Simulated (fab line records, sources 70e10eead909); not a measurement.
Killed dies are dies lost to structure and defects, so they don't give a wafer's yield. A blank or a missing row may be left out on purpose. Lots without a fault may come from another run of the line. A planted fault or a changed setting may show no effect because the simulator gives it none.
Which tool did it? | flow nand_harc | 12 lots, 36 wafers sampled, at 1 step of a route of 1302

WHAT THE GAUGES READ, wafer by wafer
NHARC_P_GATE_CD_MEAS_46: target cd 720 nm.
lot  | measured     | on        | cd_nm (nm)
L075 | day 5 18:13  | cd_sem-01 | 724 723 721
L077 | day 6 16:37  | cd_sem-03 | 719 719 714
L078 | day 7 15:35  | cd_sem-01 | 715 715 717
L081 | day 8 20:41  | cd_sem-03 | 720 722 723
L083 | day 9 15:42  | cd_sem-03 | 716 715 716
L085 | day 10 05:47 | cd_sem-01 | 717 716 720
L087 | day 10 18:17 | cd_sem-03 | 720 717 724
L089 | day 11 16:16 | cd_sem-02 | 721 721 722
L091 | day 12 15:04 | cd_sem-03 | 716 717 716
L093 | day 13 07:47 | cd_sem-03 | 715 718 714
L095 | day 14 17:19 | cd_sem-01 | 724 722 721
L097 | day 15 06:47 | cd_sem-03 | 723 719 723

WHICH TOOL RAN EACH LOT (tool, then ch and the chambers of the sampled wafers, then the start)
The record holds no process step before these readings.

THE ANSWER, worked out from the rows above alone
Rule: what is usual is taken from the lots themselves. Put in order of their means at a reading, lots are off if they are a third of the lots or fewer, leave a main group of 4 or more, and stand apart from it by a gap of 3 or more times the standard deviation of the main group's means; of several such gaps the widest counts. A main group whose means are all the same, to the digits that the tables above print for the reading, isn't used. A lot without any number at a reading at which 4 lots or more have one is off too. The other lots that the step has rows for count as sound.
No lot is off at any reading shown: from this, nothing can be told.

WHAT THE SIMULATOR HAD PUT IN
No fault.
